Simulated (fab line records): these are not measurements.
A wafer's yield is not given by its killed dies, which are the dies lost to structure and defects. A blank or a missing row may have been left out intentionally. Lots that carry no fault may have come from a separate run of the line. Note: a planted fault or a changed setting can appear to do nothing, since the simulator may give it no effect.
8D (eight disciplines) problem report, filled in by code || flow n5Finfet || the parts of the form that need people (team, actions taken, sign-off) are left out

== 1. THE PROBLEM ==
headPressurePsi at N5_BEOL_M13_CMP_49 reads a mean of 1.2504 psi on 1 wafer of 1 lot; wafers without a fault read 1.0000 psi with a standard deviation of 0.0021. So: +99 or more standard deviations from the usual mean.
The step: polishes, stops on SiOC, t overpolish 17.1 s, target thk 420 nm.
First observed at day 14 10:40: wafer L502.5, on cmp-01. The record has a number at this step for 30 wafers belonging to 10 lots. The rule behind "out" and "out of limits": a value lying over 4 standard deviations away from the usual mean. All remaining wafers that have a number are taken as sound.

== 2. WHAT THIS IS AND IS NOT ==
{"question": "which readings at this step", "is": "headPressurePsi, barrierFieldEndpointS", "is not": "clearingPlatenRpm, motorCurrentA, overpolishRunS, slurryFlowMlMin"}
{"question": "which lots", "is": "L502", "is not": "L493, L498, L499, L500, L501, L511, L512, L513, L514"}
{"question": "which wafers of those lots", "is": "L502.5", "is not": "L502.4, L502.6"}
{"question": "read on which tools", "is": "cmp-01", "is not": "cmp-03, cmp-04"}
{"question": "when", "is": "from day 14 10:40", "is not": "up to then (17 sound wafers); but 12 sound wafers of L511, L512, L513, L514 came after"}

== 3. THE SUSPECTS, EACH WITH WHAT RULES IT OUT ==
Counting: any tool at a process step up to the reading remains a suspect provided it ran every lot that is out. Sound lots after the first of them don't rule it out here, since some wafers of a struck lot are sound.
- plasmaAsher-01 at N5_BEOL_M13_STRIP_37 (strips in N2/H2): kept. The lot that is out, L502, ran on it at day 14 06:11; the last sound lot it ran before that was L499, at day 13 22:11.
- rieDiel-06 at N5_BEOL_M13_ETCH_38 (etches SiCN in CF4/N2, target depth 67.5 nm, time 71.9 s): kept. The lot that is out, L502, ran on it at day 14 07:46; the last sound lot it ran before that was L498, at day 14 06:56.
- pvdSputter-02 at N5_BEOL_M13_SPUTTER_44 (material Ta, target thk 10 nm, time 16.13 s): kept. The lot that is out, L502, ran on it at day 14 09:56; the last sound lot it ran before that was L498, at day 14 07:31.
- cmp-01 at N5_BEOL_M13_CMP_49 (polishes, stops on SiOC, t overpolish 17.1 s, target thk 420 nm): kept. The lot that is out, L502, ran on it at day 14 10:40; the last sound lot it ran before that was L501, at day 14 04:11. On those wafers its own readings are out: barrierFieldEndpointS, headPressurePsi.
- At N5_BEOL_M13_STRIP_37 on plasmaAsher-01, chamber 1 took the sound wafers of the same lots and chamber 0 took the wafers that are out.
- At N5_BEOL_M13_CMP_49, inside cmp-01: chamber 1 took the wafers that are out, while their sound lot-mates went through chambers 0, 2.
Left after counting: plasmaAsher-01 at N5_BEOL_M13_STRIP_37, rieDiel-06 at N5_BEOL_M13_ETCH_38, pvdSputter-02 at N5_BEOL_M13_SPUTTER_44, cmp-01 at N5_BEOL_M13_CMP_49.

== 4. THE CAUSE (what the simulator had put in) ==
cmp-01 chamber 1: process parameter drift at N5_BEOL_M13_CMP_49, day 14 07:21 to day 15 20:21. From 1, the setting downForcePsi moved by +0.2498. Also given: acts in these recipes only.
Counting left 4 suspects, and this tool is among them.

== 5. SEQUENCE OF EFFECTS, ordered by route ==
Each row: a reading whose mean over the struck wafers that have a number lies more than 3 standard deviations from the usual. Readings are gone through only where the record gives a usual standard deviation; hours: the median, over the lots, of the time from a lot's start at the first step in this table giving one to that lot's start at this step; sigmas: the change measured in usual standard deviations.
{"hours": 0, "step": "N5_BEOL_M13_CMP_49", "reading": "barrierFieldEndpointS", "usual": "30.5 s", "on struck wafers": 24.6, "change": -5.9, "sigmas": -6.1}
{"hours": 0, "step": "N5_BEOL_M13_CMP_49", "reading": "headPressurePsi", "usual": "1.0000 psi", "on struck wafers": 1.2504, "change": "+0.2504", "sigmas": "+99 or more"}
Its process steps:
- N5_BEOL_M13_CMP_49: polishes, stops on SiOC, t overpolish 17.1 s, target thk 420 nm.
Readings that are blank on the struck wafers while sound wafers have them: padLifeWafers at N5_BEOL_M13_CMP_49.

== 6. WHAT WOULD HAVE CAUGHT IT SOONER ==
3 hours passed between the start of the fault at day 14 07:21 and the first reading out of limits in this record, taken at day 14 10:40.
